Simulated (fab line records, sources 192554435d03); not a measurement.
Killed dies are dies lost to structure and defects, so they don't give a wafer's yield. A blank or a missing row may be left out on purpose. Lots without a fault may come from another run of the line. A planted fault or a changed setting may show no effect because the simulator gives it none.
One fault seen from 2 desks | flow n5_finfet | each desk has only its own numbers; what lay behind them comes last

THE METROLOGY DESK
What the gauges read, lot by lot, whatever tool the lot ran on: means of the sampled wafers that have a number. A lot is out of limits, marked OUT, if its mean lies more than 4 standard deviations from the usual mean; the brackets give that distance.
Columns: A = M7_RS at N5_BEOL_M7_RS_MEAS_57, usual 0.282 ohm/sq; B = M8_ILD_THK at N5_BEOL_M8_THK_MEAS_01, usual 154.4 nm
lot  | first seen here | A     | B
L795 | day 9 05:07     | 0.286 | 155.7
L796 | day 9 12:11     | 0.282 | 153.6
L797 | day 9 21:14     | 0.289 | 152.5
L798 | day 10 15:14    | 0.287 | 153.3
L802 | day 11 08:26    | 0.287 | 154.6
L804 | day 11 22:38    | 0.289 | 156.7
L805 | day 12 08:20    | 0.268 | 154.8
L807 | day 12 10:33    | 0.282 | 152.2
L812 | day 13 18:14    | 0.285 | 176.1 (+12) OUT
L814 | day 14 05:16    | 0.280 | 175.5 (+12) OUT
L815 | day 14 07:53    | 0.279 | 154.9
This desk's finding: out of limits on L812, L814; first on L812, day 13 19:22 (M8_ILD_THK at N5_BEOL_M8_THK_MEAS_01). In limits: L795, L796, L797, L798, L802, L804, L805, L807, L815.

THE TOOL OWNER'S DESK: pecvd-04
The tool's own readings at N5_BEOL_M8_ILD_DEP_00 (deposits SiCOH lowk from DEMS/porogen, target thk 179.75 nm, time 33.4 s): means of the sampled wafers that have a number, for each lot that ran on this tool. A lot is out of limits, marked OUT, if its mean lies more than 4 standard deviations from the usual mean; the brackets give that distance.
Columns: A = heater_power_w at N5_BEOL_M8_ILD_DEP_00, usual 344 W; B = showerhead_plenum_p_Torr at N5_BEOL_M8_ILD_DEP_00, usual 5.741 Torr; C = susceptor_temp_C at N5_BEOL_M8_ILD_DEP_00, usual 300.02 C; D = throttle_valve_pct at N5_BEOL_M8_ILD_DEP_00, usual 13.4 %
lot  | first seen here | A   | B     | C                        | D
L798 | day 10 15:19    | 393 | 5.735 | 300.19                   | 13.2
L805 | day 12 08:24    | 420 | 5.729 | 300.00                   | 13.1
L812 | day 13 18:19    | 315 | 5.734 | 279.99 (-99 or more) OUT | 12.8
L814 | day 14 05:19    | 333 | 5.724 | 279.95 (-99 or more) OUT | 13.1
This desk's finding: out of limits on L812, L814; first on L812, day 13 18:19 (susceptor_temp_C at N5_BEOL_M8_ILD_DEP_00). In limits: L798, L805.

PUT TOGETHER
The tool owner's desk could have raised an alarm at day 13 18:19, on L812, L814.
The metrology desk could have raised an alarm at day 13 19:22, on L812, L814.
Of the lots named, all ran N5_BEOL_M8_ILD_DEP_00 on pecvd-04.

WHAT THE SIMULATOR HAD PUT IN
Process parameter drift: pecvd-04, from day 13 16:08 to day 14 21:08, at N5_BEOL_M8_ILD_DEP_00. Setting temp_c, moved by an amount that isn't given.
Lots struck among those shown: L812, L814.
Hours from the fault's start to each desk's first reading out of limits: the tool owner's desk, 2; the metrology desk, 3.
